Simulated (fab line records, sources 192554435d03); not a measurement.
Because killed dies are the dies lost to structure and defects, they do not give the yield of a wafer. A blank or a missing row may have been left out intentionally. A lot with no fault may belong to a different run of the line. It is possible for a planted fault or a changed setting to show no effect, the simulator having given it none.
Matching of chambers || flow n5_finfet || 4 sister chambers for N5_BEOL_M0_SAQP_ALD_48 on ald_sin-03
The step deposits SiO2, target thk 20 nm, pulse time 1 s, co reactant pulse time 1 s. 8 wafers are shown with their chamber, then 11 later ones without.

## WAFERS WITH THEIR CHAMBER
{"wafer": "L082.6", "chamber": 1, "heater_power_w (W)": 85, "precursor_pulse_height_rel": 0.984}
{"wafer": "L085.2", "chamber": 0, "heater_power_w (W)": 74, "precursor_pulse_height_rel": 0.980}
{"wafer": "L085.4", "chamber": 3, "heater_power_w (W)": 87, "precursor_pulse_height_rel": 0.981}
{"wafer": "L085.5", "chamber": 3, "heater_power_w (W)": 88, "precursor_pulse_height_rel": 0.994}
{"wafer": "L086.1", "chamber": 2, "heater_power_w (W)": 71, "precursor_pulse_height_rel": 0.971}
{"wafer": "L086.2", "chamber": 0, "heater_power_w (W)": 73, "precursor_pulse_height_rel": 1.018}
{"wafer": "L086.6", "chamber": 1, "heater_power_w (W)": 85, "precursor_pulse_height_rel": 0.994}
{"wafer": "L087.1", "chamber": 2, "heater_power_w (W)": 71, "precursor_pulse_height_rel": 0.989}

## WAFERS WITH NO CHAMBER GIVEN
{"wafer": "L087.2", "heater_power_w (W)": 76, "precursor_pulse_height_rel": 0.989}
{"wafer": "L087.3", "heater_power_w (W)": 86, "precursor_pulse_height_rel": 1.003}
{"wafer": "L089.1", "heater_power_w (W)": 75, "precursor_pulse_height_rel": 1.043}
{"wafer": "L089.3", "heater_power_w (W)": 86, "precursor_pulse_height_rel": 1.016}
{"wafer": "L089.6", "heater_power_w (W)": 72, "precursor_pulse_height_rel": 1.006}
{"wafer": "L090.3", "heater_power_w (W)": 87, "precursor_pulse_height_rel": 1.000}
{"wafer": "L090.4", "heater_power_w (W)": 88, "precursor_pulse_height_rel": 0.996}
{"wafer": "L090.6", "heater_power_w (W)": 85, "precursor_pulse_height_rel": 1.013}
{"wafer": "L094.1", "heater_power_w (W)": 71, "precursor_pulse_height_rel": 0.968}
{"wafer": "L094.4", "heater_power_w (W)": 84, "precursor_pulse_height_rel": 1.029}
{"wafer": "L094.6", "heater_power_w (W)": 85, "precursor_pulse_height_rel": 0.989}

## WHICH CHAMBER EACH WENT THROUGH
{"wafer": "L087.2", "from the rows above": 0, "in truth": 0}
{"wafer": "L087.3", "from the rows above": "can't be placed: 1 or 3", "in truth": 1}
{"wafer": "L089.1", "from the rows above": 0, "in truth": 0}
{"wafer": "L089.3", "from the rows above": "can't be placed: 1 or 3", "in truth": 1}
{"wafer": "L089.6", "from the rows above": "can't be placed: 2 or 0", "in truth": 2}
{"wafer": "L090.3", "from the rows above": 3, "in truth": 3}
{"wafer": "L090.4", "from the rows above": 3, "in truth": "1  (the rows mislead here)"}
{"wafer": "L090.6", "from the rows above": 1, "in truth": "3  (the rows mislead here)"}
{"wafer": "L094.1", "from the rows above": 2, "in truth": 2}
{"wafer": "L094.4", "from the rows above": 1, "in truth": 1}
{"wafer": "L094.6", "from the rows above": 1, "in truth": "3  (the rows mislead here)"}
Correct placement for 5 of the 11. Cannot be placed on the basis of these rows: 3; the candidates contain the true chamber in 3. Wrongly placed: 3.
How it was worked out, from the rows above alone: a wafer's distance from a chamber is the root of the sum, over the readings, of the square of ((its reading less the chamber's mean) divided by the reading's scatter). The wafer belongs to the nearest chamber; if the next one is less than 2 further off, it can't be placed. For every chamber, the mean is computed from those of its wafers that are shown. How the scatter is found: for the shown wafers, subtract from each reading the mean of its chamber, square and add these, divide the total by (wafers less chambers), then take the root.
